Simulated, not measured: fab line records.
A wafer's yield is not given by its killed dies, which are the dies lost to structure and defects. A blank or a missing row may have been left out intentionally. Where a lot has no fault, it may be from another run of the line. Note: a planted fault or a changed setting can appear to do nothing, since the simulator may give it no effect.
Chamber matching ; flow n5Finfet ; 4 sister chambers for N5_BEOL_M2_ETCH_64 on rieDiel-03
The step etches SOC in N2/H2, target depth 75 nm, overetch 22.5 nm, time 121.9 s. 4 wafers are shown with their chamber, then 10 later ones without.

WAFERS, EACH WITH ITS CHAMBER
wafer;chamber;drypumpMotorCurrentA (A)
L086.2;0;5.4
L089.5;2;5.2
L091.2;1;5.4
L091.3;3;5.9

WAFERS WITHOUT THEIR CHAMBER
wafer;drypumpMotorCurrentA (A)
L091.4;5.2
L093.2;5.2
L093.4;5.3
L093.6;5.4
L094.2;5.9
L094.5;5.2
L094.6;5.9
L097.1;5.9
L097.4;5.4
L097.5;5.9

WHICH CHAMBER EACH ONE RAN IN
wafer;from the rows above;in truth
L091.4;2;2
L093.2;2;2
L093.4;can't be placed: 2 or 0 or 1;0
L093.6;can't be placed: 0 or 1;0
L094.2;3;3
L094.5;2;2
L094.6;3;3
L097.1;3;3
L097.4;can't be placed: 0 or 1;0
L097.5;3;3
Correctly placed: 7 of 10. Unplaceable from these rows: 3, with the true chamber sitting among the candidates in 3. Number placed wrongly: 0.
How it was worked out, from the rows above alone: a wafer's distance from a chamber is the root of the sum, over the readings, of the square of ((its reading less the chamber's mean) divided by the reading's scatter). The wafer belongs to the nearest chamber; if the next one is less than 2 further off, it can't be placed. A chamber's mean is the mean of its shown wafers. The scatter (one wafer shown for each chamber): square how far every hidden wafer sits from the nearest shown wafer, average those squares and take the square root.
